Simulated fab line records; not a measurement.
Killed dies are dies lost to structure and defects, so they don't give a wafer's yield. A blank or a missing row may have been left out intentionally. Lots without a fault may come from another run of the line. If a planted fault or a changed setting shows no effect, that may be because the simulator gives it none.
Which of the tools did it? :: flow nandHarc :: 18 wafers from 6 lots sampled at 4 of the route's 1302 steps

== WHAT EACH GAUGE READ, for each wafer ==
NHARC_A_CONTACT_CD_MEAS_42: the cd target is 300 nm.
lot: L148
measured: day 22 05:10
on: cdSem-03
cdNm (nm): 300.6 300.1 300.1

lot: L151
measured: day 24 03:44
on: cdSem-03
cdNm (nm): 300.2 299.8 300.4

lot: L157
measured: day 26 06:47
on: cdSem-02
cdNm (nm): 299.4 299.3 300.2

lot: L158
measured: day 27 03:04
on: cdSem-01
cdNm (nm): 300.5 300.4 300.0

lot: L165
measured: day 30 03:41
on: cdSem-01
cdNm (nm): 302.1 302.5 302.4

lot: L168
measured: day 30 13:29
on: cdSem-02
cdNm (nm): 300.3 300.7 300.9

== WHICH TOOL RAN EACH LOT (tool, then ch and the chambers of the sampled wafers, then the start) ==
lot: L148
NHARC_A_WL_FILL_ETCHBACK_17: rieMetal-03 ch 0,1, day 21 15:34
NHARC_A_WL_FILL_CMP_12: cmp-02 ch 0,1,3, day 21 21:29
NHARC_A_CONTACT_EXPOSE_39: arfiScanner-01 ch 0, day 22 05:02

lot: L151
NHARC_A_WL_FILL_ETCHBACK_17: rieMetal-01 ch 0,1, day 23 17:00
NHARC_A_WL_FILL_CMP_12: cmp-04 ch 0,1,2, day 23 21:22
NHARC_A_CONTACT_EXPOSE_39: arfiScanner-02 ch 0, day 24 03:35

lot: L157
NHARC_A_WL_FILL_ETCHBACK_17: rieMetal-02 ch 1, day 25 18:43
NHARC_A_WL_FILL_CMP_12: cmp-02 ch 0,1,2, day 26 00:34
NHARC_A_CONTACT_EXPOSE_39: arfiScanner-02 ch 0, day 26 06:38

lot: L158
NHARC_A_WL_FILL_ETCHBACK_17: rieMetal-01 ch 0,1, day 26 12:29
NHARC_A_WL_FILL_CMP_12: cmp-01 ch 2,3, day 26 18:20
NHARC_A_CONTACT_EXPOSE_39: arfiScanner-02 ch 0, day 27 02:55

lot: L165
NHARC_A_WL_FILL_ETCHBACK_17: rieMetal-03 ch 1, day 29 15:38
NHARC_A_WL_FILL_CMP_12: cmp-01 ch 1,3, day 29 21:26
NHARC_A_CONTACT_EXPOSE_39: arfiScanner-02 ch 0, day 30 03:33

lot: L168
NHARC_A_WL_FILL_ETCHBACK_17: rieMetal-01 ch 0,1, day 30 01:45
NHARC_A_WL_FILL_CMP_12: cmp-02 ch 0,3, day 30 07:28
NHARC_A_CONTACT_EXPOSE_39: arfiScanner-03 ch 0, day 30 13:21
- NHARC_A_WL_FILL_ETCHBACK_17: etches the open film in Cl2/BCl3, target depth 4 nm, time 26.7 s.
- NHARC_A_WL_FILL_CMP_12: polishes, t overpolish 30 s, target thk 100 nm.
- NHARC_A_CONTACT_EXPOSE_39: exposes mask A CC 3.

== THE ANSWER, worked out from the rows above alone ==
Rule: the usual values come from the lots themselves. The widest of any qualifying gaps counts: lots, ordered by their means at a reading, are off when they make up no more than a third of the lots, leave a main group of 4 or more, and stand apart from it by 3 or more times the standard deviation of that group's means. Not used: any main group whose means are identical at the precision the tables above print for the reading. A lot without any number at a reading at which 4 lots or more have one is off too. The other lots that the step has rows for count as sound.
Off: L165 (NHARC_A_CONTACT_CD_MEAS_42, cdNm). Main group: mean 300.2 nm, sd 0.32.
If a tool, at a process step before that reading, ran all the lots that are off and no sound lot after the first of them, it fits. The gauges at NHARC_A_CONTACT_CD_MEAS_42 are tried like those tools. Can't be told from this: 4 tools fit, rieMetal-03 at NHARC_A_WL_FILL_ETCHBACK_17, cmp-01 at NHARC_A_WL_FILL_CMP_12, arfiScanner-02 at NHARC_A_CONTACT_EXPOSE_39, cdSem-01 at NHARC_A_CONTACT_CD_MEAS_42.

== WHAT WAS PUT IN BY THE SIMULATOR ==
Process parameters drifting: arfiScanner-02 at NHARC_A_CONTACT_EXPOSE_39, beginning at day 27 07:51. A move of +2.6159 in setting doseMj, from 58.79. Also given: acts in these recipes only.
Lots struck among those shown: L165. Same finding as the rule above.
